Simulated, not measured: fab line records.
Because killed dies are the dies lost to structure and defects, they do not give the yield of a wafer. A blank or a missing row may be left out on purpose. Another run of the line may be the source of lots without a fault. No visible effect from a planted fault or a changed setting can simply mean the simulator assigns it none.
Which tool did it? | flow n5Finfet | 9 lots with 27 wafers sampled at 3 steps, on a route of 1938 steps

WHAT THE GAUGES READ, wafer by wafer
N5_BEOL_M5_OVL_MEAS_29.
lot  | measured     | on         | V4_OVL (nm)
L309 | day 9 02:19  | overlay-01 | 0.8 0.0 0.9
L312 | day 10 01:33 | overlay-01 | 0.3 -0.8 0.0
L313 | day 10 05:38 | overlay-01 | -0.8 -0.7 -1.0
L315 | day 10 22:47 | overlay-02 | 0.5 -0.2 0.1
L324 | day 12 11:13 | overlay-01 | -0.9 -0.6 0.3
L325 | day 12 17:23 | overlay-02 | 6.8 6.7 6.2
L323 | day 12 21:00 | overlay-02 | 7.0 7.9 6.8
L329 | day 13 18:08 | overlay-02 | 1.3 0.2 0.6
L328 | day 13 18:05 | overlay-01 | 0.3 0.1 0.1

EACH LOT AND THE TOOL THAT RAN IT (in order: tool; ch and the chambers of the sampled wafers; start)
lot  | N5_BEOL_M5_ETCH_61                | N5_BEOL_M5_EXPOSE_25
L309 | rieDiel-05 ch 1,2,3, day 9 01:13  | euvScanner-01 ch 0, day 9 02:10
L312 | rieDiel-05 ch 0,3, day 9 22:46    | euvScanner-01 ch 0, day 10 01:23
L313 | rieDiel-05 ch 0,2,3, day 10 03:08 | euvScanner-02 ch 0, day 10 05:28
L315 | rieDiel-06 ch 0,2, day 10 20:50   | euvScanner-02 ch 0, day 10 22:37
L324 | rieDiel-06 ch 0,1,2, day 12 08:59 | euvScanner-01 ch 0, day 12 11:04
L325 | rieDiel-06 ch 0,1,3, day 12 12:43 | euvScanner-01 ch 0, day 12 17:14
L323 | rieDiel-03 ch 1,2,3, day 12 19:02 | euvScanner-01 ch 0, day 12 20:49
L329 | rieDiel-06 ch 1,2,3, day 13 15:52 | euvScanner-02 ch 0, day 13 17:58
L328 | rieDiel-03 ch 0,2, day 13 16:01   | euvScanner-02 ch 0, day 13 17:55
- N5_BEOL_M5_ETCH_61: etches SiARC in CF4, target depth 15.6 nm, time 26 s.
- N5_BEOL_M5_EXPOSE_25: exposes mask V4, defocus 10 nm.

WHAT THE TOOLS THEMSELVES READ (means of the sampled wafers that have a number; where no wafer has one, the mark that the record gives instead)
N5_BEOL_M5_ETCH_61.
lot  | tool       | drypumpMotorCurrentA (A) | etchRfOnTimeS (s) | oesProductAu (a.u.) | rfVppV (V) | showerheadPlenumPTorr (Torr) | throttleValvePct (%)
L309 | rieDiel-05 | 5.8                      | 25.8              | 0.73                | 184.0      | 2.14                         | 15.44
L312 | rieDiel-05 | 5.8                      | 26.5              | 0.62                | 184.0      | 2.12                         | 15.71
L313 | rieDiel-05 | 5.5                      | 26.4              | 0.66                | 184.3      | 2.14                         | 15.61
L315 | rieDiel-06 | 6.0                      | 25.9              | 0.64                | 184.1      | 2.20                         | 15.63
L324 | rieDiel-06 | 5.8                      | 25.6              | 0.64                | 184.0      | 2.12                         | 15.72
L325 | rieDiel-06 | 5.7                      | 26.0              | 0.63                | 184.4      | 2.14                         | 15.66
L323 | rieDiel-03 | 5.5                      | 25.5              | 0.68                | 184.2      | 2.13                         | 15.49
L329 | rieDiel-06 | 5.8                      | 26.1              | 0.63                | 184.1      | 2.12                         | 15.77
L328 | rieDiel-03 | 5.9                      | 25.4              | 0.62                | 184.0      | 2.07                         | 15.47

N5_BEOL_M5_EXPOSE_25.
lot  | tool          | exposureDoseMJCm2
L309 | euvScanner-01 | 52.7
L312 | euvScanner-01 | 52.7
L313 | euvScanner-02 | 53.4
L315 | euvScanner-02 | 53.4
L324 | euvScanner-01 | 52.7
L325 | euvScanner-01 | 52.7
L323 | euvScanner-01 | 52.7
L329 | euvScanner-02 | 53.3
L328 | euvScanner-02 | 53.3

THE ANSWER, worked out from the rows above alone
Rule: the lots themselves supply what counts as usual. The widest of any qualifying gaps counts: lots, ordered by their means at a reading, are off when they make up no more than a third of the lots, leave a main group of 4 or more, and stand apart from it by 3 or more times the standard deviation of that group's means. The tables above print the reading to a certain number of digits; a main group whose means all agree to those digits is not used. A lot without any number at a reading at which 4 lots or more have one is off too. All remaining lots with rows at the step are treated as sound. After the gauges, taken in route order, come the tools' own readings; for these a lot's mean is taken, as printed above. At the first step where some lot is off, the reading lying furthest off is the one used; lots without a number count as furthest.
Off: at N5_BEOL_M5_OVL_MEAS_29 (V4_OVL), L325, L323. For the main group the mean is 0.0 nm and the standard deviation 0.5.
A tool fits if, at a process step before that reading, it ran every lot that is off, and no sound lot after the first of them. Gauges at N5_BEOL_M5_OVL_MEAS_29: tried the same way as those tools. One fits: euvScanner-01 at N5_BEOL_M5_EXPOSE_25. Its last sound lot is L324 (day 12 11:04), its first lot that is off L325 (day 12 17:14): a fault that began between those two fits.

WHAT THE SIMULATOR PUT IN
Scanner matching overlay: euvScanner-01, from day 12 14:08 on, at N5_BEOL_M5_EXPOSE_25. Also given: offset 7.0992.
Struck lots among those shown: L325, L323. The rule above reached the same finding.
